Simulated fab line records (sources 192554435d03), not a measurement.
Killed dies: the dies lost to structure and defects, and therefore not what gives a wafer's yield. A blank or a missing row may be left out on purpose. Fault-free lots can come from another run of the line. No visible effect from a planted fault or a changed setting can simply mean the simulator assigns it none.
Code-filled problem report in 8D (eight disciplines) form | flow n5Finfet | the parts of the form that need people (team, actions taken, sign-off) are left out

== 1. WHAT WENT WRONG ==
M14_ILD_THK at N5_BEOL_M14_THK_MEAS_01 reads a mean of 2094 nm on 2 wafers of 2 lots; wafers without a fault read 1110 nm with a standard deviation of 15. Relative to the usual mean, that is a shift of +66 standard deviations.
The first sign was on wafer L295.4 at day 17 12:04, on filmMetro-01. The record holds 30 wafers of 10 lots with a number at this step. Rule for "out" (also "out of limits"): further than 4 standard deviations from the usual mean. The other wafers with a number count as sound.

== 2. WHAT IT IS AND WHAT IT IS NOT ==
question                    | is                         | is not
which readings at this step | M14_ILD_THK                | -
which lots                  | L295, L297                 | L281, L285, L287, L289, L290, L296, L302, L303
which wafers of those lots  | L295.4, L297.4             | L295.2, L295.5, L297.1, L297.3
read on which gauges        | filmMetro-01, filmMetro-02 | -
when                        | from day 17 12:04          | up to then (14 sound wafers); but 14 sound wafers of L285, L296, L297, L302, L303 came after

== 3. WHAT RULES OUT EACH SUSPECT ==
Counting: if a tool at a process step up to the reading ran every lot that is out, it stays a suspect. Sound lots after the first of them don't rule it out here, since some wafers of a struck lot are sound.
- ruled out: the gauge at N5_BEOL_M14_THK_MEAS_01. Those wafers that are out were read across 2 gauges (filmMetro-01, filmMetro-02).
- rieDiel-06 at N5_BEOL_M13_DESCUM_33 (chemistry O2, time 7.9 s): kept. It ran every lot that is out, first L295 (day 17 05:21); its last sound lot up to then is L287 (day 15 07:47).
- pecvd-01 at N5_BEOL_M14_ILD_DEP_00 (deposits SiO2 from TEOS/O2, target thk 1119.3 nm, time 237.4 s): kept. It ran every lot that is out, first L295 (day 17 11:52); its last sound lot up to then is L290 (day 15 23:05). Its own readings are out on those wafers: runLengthS.
The count leaves pecvd-01 at N5_BEOL_M14_ILD_DEP_00 and rieDiel-06 at N5_BEOL_M13_DESCUM_33.

== 4. THE CAUSE (what the simulator had put in) ==
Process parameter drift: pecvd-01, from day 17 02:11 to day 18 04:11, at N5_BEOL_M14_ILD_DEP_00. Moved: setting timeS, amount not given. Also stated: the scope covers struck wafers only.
Of the 2 suspects that counting leaves, this tool is one.

== 5. THE EFFECT CHAIN, in route order ==
Each row: a reading whose mean over the struck wafers that have a number lies more than 3 standard deviations from the usual. Readings are gone through only where the record gives a usual standard deviation; hours: the median, over the lots, of the time from a lot's start at the first step in this table giving one to that lot's start at this step; sigmas: the change measured in usual standard deviations.
hours | step                    | reading     | usual    | on struck wafers | change | sigmas
0     | N5_BEOL_M14_ILD_DEP_00  | runLengthS  | 280.1 s  | 485.6            | +205.5 | +99 or more
0     | N5_BEOL_M14_THK_MEAS_01 | M14_ILD_THK | 1110 nm  | 2094             | +984   | +66
1     | N5_BEOL_M14_CD_MEAS_17  | cdNm        | 250.4 nm | 258.7            | +8.3   | +5.9
The process steps in it:
- N5_BEOL_M14_ILD_DEP_00: deposits SiO2 from TEOS/O2, target thk 1119.3 nm, time 237.4 s.
At these later measuring or inspecting steps, every struck wafer for which the step has a row has a number for every such reading, and none has moved that far: N5_BEOL_M14_CD_MEAS_10.

== 6. HOW IT WOULD HAVE BEEN CAUGHT EARLIER ==
The first out-of-limits reading at a measuring or inspecting step in this record came at day 17 12:04, 10 hours after the fault's start at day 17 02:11.
Tool's own readings at N5_BEOL_M14_ILD_DEP_00, runLengthS: out on all struck wafers the step has rows for; an alarm limit on them would have tripped on the first.
L297, from the lots that are out (2), started N5_BEOL_M14_ILD_DEP_00 on pecvd-01 later than day 17 12:04. A hold on the tool at that time would have spared it.
